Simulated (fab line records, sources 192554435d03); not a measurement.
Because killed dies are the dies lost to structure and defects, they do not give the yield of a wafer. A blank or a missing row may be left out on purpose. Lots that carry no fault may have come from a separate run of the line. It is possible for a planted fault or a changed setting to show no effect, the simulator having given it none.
A struck lot beside a sound one + flow n5Finfet + 15 steps out of a route of 1938
Sound: these wafers, L443.1, L443.2, L443.6. Struck: wafer L448.2. (L448.1, L448.4 of the same lot were not struck and are left out.) The cause comes at the end.
Per side, at each step with rows, come the tool, then ch with its chambers, and then its first start. Under that, the readings that differ: sound wafers + struck wafers + difference of the means + sigmas: that difference in standard deviations of wafers without a fault.
alike: readings with means less than 2 such deviations apart, plus words and numbers identical on both sides. not compared: withheld readings, readings lacking a value on some wafer, bounds such as >300 that could conceal the same value, and numbers that have no deviation in the record and whose values overlap.
Wherever a step has rows on one side only, a row that says differs or no value, or a row with sigmas, the two part there. Non-overlapping numbers with no deviation appear without sigmas and do not part them. A reading that every wafer of one side lacks parts them only if that side has two wafers or more.

first, 2 steps without rows for these wafers: N5_BEOL_M11_VIA_ETCH_34 (etches SiCOH lowk in C4F6/O2, target depth 184.5 nm, time 69.2 s); N5_BEOL_M11_STRIP_73 (strips in C4F6/O2).
N5_BEOL_M11_STRIP_36: strips in N2/H2.
  sound on rieDiel-03 ch 0,3, day 12 03:23; struck on rieDiel-02 ch 2, day 13 06:47
  alike: drypumpMotorCurrentA, oesProductAu, rfVppV, showerheadPlenumPTorr, throttleValvePct
  not compared: rfHoursCounterH
N5_BEOL_M11_TRENCH_ETCH_37: etches SiCOH lowk in C4F6/O2, target depth 148.83 nm, time 48 s.
  sound on rieDiel-03 ch 0,3; struck on rieDiel-02 ch 2
  alike: drypumpMotorCurrentA, oes_o_777_au, oesProductAu, rfVppV, showerheadPlenumPTorr, throttleValvePct
  not compared: rfHoursCounterH
N5_BEOL_M11_ETCH_41: etches SiCN in CH3F/O2, target depth 42.6 nm, time 86 s.
  sound on rieDiel-03 ch 0,3; struck on rieDiel-02 ch 2
| reading               | sound             | struck | difference | sigmas |
|-----------------------|-------------------|--------|------------|--------|
| CH3F_flow_sccm (sccm) | 29.98 29.91 30.15 | 29.83  | -0.18      | -2     |
  alike: drypumpMotorCurrentA, oesProductAu, rfVppV, showerheadPlenumPTorr, throttleValvePct
  not compared: rfHoursCounterH
N5_BEOL_M11_STRIP_77: strips in N2/H2, time 10 s.
  sound on rieDiel-03 ch 0,3; struck on rieDiel-02 ch 2
  alike: drypumpMotorCurrentA, oesProductAu, rfVppV, showerheadPlenumPTorr, throttleValvePct
  not compared: rfHoursCounterH
N5_BEOL_M11_OCD_MEAS_38:
  sound: ocd-01 at day 12 03:36; struck: ocd-02 at day 13 07:01
  alike: trenchDepthNm
then, 4 steps without rows for these wafers: N5_BEOL_M11_HM_STRIP_39 (strips TiN in peroxide tin strip, target depth 25 nm, time 158 s); N5_BEOL_M11_SRD_40 (time 30 s); N5_BEOL_M11_PRECLEAN_42 (cleans in residue remover, time 60 s); N5_BEOL_M11_SRD_43 (time 30 s).
N5_BEOL_M11_CD_MEAS_35 targets a cd of 70 nm.
  sound: cdSem-03 at day 12 03:46; struck: cdSem-03 at day 13 07:10
  alike: cdNm
N5_BEOL_M11_CURE_72: cures SiCOH lowk, time 120 s.
  sound on uvCure-01 ch 1, day 12 03:48; struck on uvCure-01 ch 2, day 13 07:13
| reading          | sound             | struck | difference | sigmas |
|------------------|-------------------|--------|------------|--------|
| lampPowerPct (%) | 52.31 52.27 52.34 | 51.86  | -0.45      | -7     |
| runLengthS (s)   | 181.5 181.7 182.1 | 168.6  | -13.2      | -9     |
  alike: wafer_temp_C_max
N5_BEOL_M11_DEGAS_44: time 60 s.
  sound: pvdSputter-03 at day 12 04:29; struck: pvdSputter-01 at day 13 08:06
  alike: heaterPowerW
N5_PASSIVATION_PROBE_49:
  rows exist in the record for the struck wafers here (prober-02, day 15 01:19), but not for the sound ones

WHERE THEY PART
First at N5_BEOL_M11_ETCH_41; last, within this record, at N5_PASSIVATION_PROBE_49.

WHY: the cause the simulator had injected
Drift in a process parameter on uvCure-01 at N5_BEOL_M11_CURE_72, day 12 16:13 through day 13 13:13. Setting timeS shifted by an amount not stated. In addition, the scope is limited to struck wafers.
